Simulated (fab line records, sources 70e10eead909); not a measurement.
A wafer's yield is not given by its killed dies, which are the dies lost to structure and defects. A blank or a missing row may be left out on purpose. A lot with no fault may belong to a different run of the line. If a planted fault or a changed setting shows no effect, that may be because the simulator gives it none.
Which tool was responsible? | flow nand_harc | 24 lots with 72 wafers sampled at 2 steps, on a route of 1302 steps

## WHAT THE GAUGES SHOWED, per wafer
NHARC_A_CHANNEL_FILL_D2_INSPECT_13. Usual: raw_defect_count reads 349 (standard deviation 130).
lot  | measured     | on                | raw_defect_count | flag
L074 | day 15 02:37 | defect_inspect-02 | 324 287 258      |
L075 | day 15 16:47 | defect_inspect-01 | 271 228 204      |
L076 | day 15 23:55 | defect_inspect-01 | 448 461 416      |
L077 | day 17 04:05 | defect_inspect-01 | 231 176 250      |
L078 | day 17 09:44 | defect_inspect-01 | 497 204 224      |
L079 | day 17 15:06 | defect_inspect-02 | 223 272 389      |
L080 | day 17 15:07 | defect_inspect-01 | 275 264 241      |
L081 | day 18 06:42 | defect_inspect-02 | 300 449 308      |
L083 | day 19 16:03 | defect_inspect-02 | 599 451 428      |
L082 | day 19 16:04 | defect_inspect-01 | 361 459 422      |
L085 | day 20 05:22 | defect_inspect-01 | 224 256 179      |
L084 | day 20 05:22 | defect_inspect-02 | 425 589 406      |
L086 | day 20 08:57 | defect_inspect-02 | 321 421 332      |
L087 | day 21 00:18 | defect_inspect-02 | 365 441 483      |
L089 | day 22 02:34 | defect_inspect-02 | 331 249 206      |
L090 | day 22 02:33 | defect_inspect-01 | 412 254 254      |
L088 | day 22 05:55 | defect_inspect-01 | 349 261 261      |
L092 | day 22 15:53 | defect_inspect-02 | 235 184 197      |
L091 | day 22 15:53 | defect_inspect-01 | 488 403 356      |
L093 | day 23 00:35 | defect_inspect-01 | 217 398 340      |
L094 | day 24 16:07 | defect_inspect-02 | 285 326 368      |
L095 | day 24 16:08 | defect_inspect-01 | 717 283 362      |
L096 | day 25 01:51 | defect_inspect-02 | 334 473 277      |
L097 | day 25 02:01 | defect_inspect-02 | 223 355 381      |

## EACH LOT AND THE TOOL THAT RAN IT (in order: tool; ch and the chambers of the sampled wafers; start)
lot  | NHARC_A_CHANNEL_FILL_D2_CMP_10
L074 | cmp-02 ch 0,2,3, day 15 02:04
L075 | cmp-02 ch 1,2,3, day 15 16:13
L076 | cmp-02 ch 0,3, day 15 23:18
L077 | cmp-04 ch 1,2,3, day 16 16:51
L078 | cmp-02 ch 0,2,3, day 17 09:07
L079 | cmp-02 ch 0,1,2, day 17 14:29
L080 | cmp-01 ch 0,1,3, day 17 14:34
L081 | cmp-04 ch 0,1,3, day 18 06:05
L083 | cmp-04 ch 1,2, day 19 15:26
L082 | cmp-01 ch 1,2,3, day 19 15:29
L085 | cmp-01 ch 0,3, day 20 04:47
L084 | cmp-04 ch 1,2, day 20 04:47
L086 | cmp-02 ch 0,1,3, day 20 08:21
L087 | cmp-01 ch 0,3, day 20 23:41
L089 | cmp-01 ch 0,2,3, day 22 01:56
L090 | cmp-04 ch 2,3, day 22 01:56
L088 | cmp-04 ch 0,2, day 22 05:20
L092 | cmp-01 ch 1,2, day 22 15:16
L091 | cmp-04 ch 1,2,3, day 22 15:19
L093 | cmp-02 ch 0,1, day 22 23:58
L094 | cmp-02 ch 1,2,3, day 24 15:29
L095 | cmp-04 ch 1,3, day 24 15:31
L096 | cmp-01 ch 0,3, day 25 01:14
L097 | cmp-01 ch 1,2,3, day 25 01:21
- NHARC_A_CHANNEL_FILL_D2_CMP_10: polishes, target thk 150 nm.

## WHAT THE TOOLS THEMSELVES READ (means of the sampled wafers that have a number; where no wafer has one, the mark that the record gives instead)
NHARC_A_CHANNEL_FILL_D2_CMP_10. Usual: motor_current_A 12.1 A, standard deviation 1.1; time_to_endpoint_s 14.3 s, standard deviation 2.3.
lot  | tool   | motor_current_A (A) | time_to_endpoint_s (s) | flag
L074 | cmp-02 | 11.7                | 16.3                   |
L075 | cmp-02 | 11.3                | 14.4                   |
L076 | cmp-02 | 11.2                | 15.7                   |
L077 | cmp-04 | 11.9                | 10.9                   |
L078 | cmp-02 | 11.8                | 14.1                   |
L079 | cmp-02 | 11.2                | 12.9                   |
L080 | cmp-01 | 12.8                | 12.3                   |
L081 | cmp-04 | 12.6                | 13.7                   |
L083 | cmp-04 | 11.1                | 13.5                   |
L082 | cmp-01 | 12.5                | 14.0                   |
L085 | cmp-01 | 12.6                | 15.3                   |
L084 | cmp-04 | 12.3                | 12.2                   |
L086 | cmp-02 | 11.1                | 12.5                   |
L087 | cmp-01 | 12.6                | 14.5                   |
L089 | cmp-01 | 13.1                | 14.3                   |
L090 | cmp-04 | 10.7                | 16.3                   |
L088 | cmp-04 | 13.0                | 15.9                   |
L092 | cmp-01 | 12.5                | 12.7                   |
L091 | cmp-04 | 12.0                | 16.1                   |
L093 | cmp-02 | 11.0                | 17.5                   |
L094 | cmp-02 | 11.6                | 13.0                   |
L095 | cmp-04 | 12.1                | 14.7                   |
L096 | cmp-01 | 12.8                | 15.7                   |
L097 | cmp-01 | 12.8                | 14.2                   |

## THE ANSWER, worked out from the rows above alone
Rule: a lot counts as off when the mean over its wafers that have a number is more than 3 standard deviations away from the usual mean. Also off: a lot with no number at a reading for which 4 or more lots have one. All remaining lots with rows at the step are treated as sound. After the gauges, taken in route order, come the tools' own readings; for these a lot's mean is taken, as printed above. At the first step where some lot is off, the reading lying furthest off is the one used; lots without a number count as furthest.
None of the lots is off at any reading shown; this tells nothing.

## WHAT THE SIMULATOR HAD PUT IN
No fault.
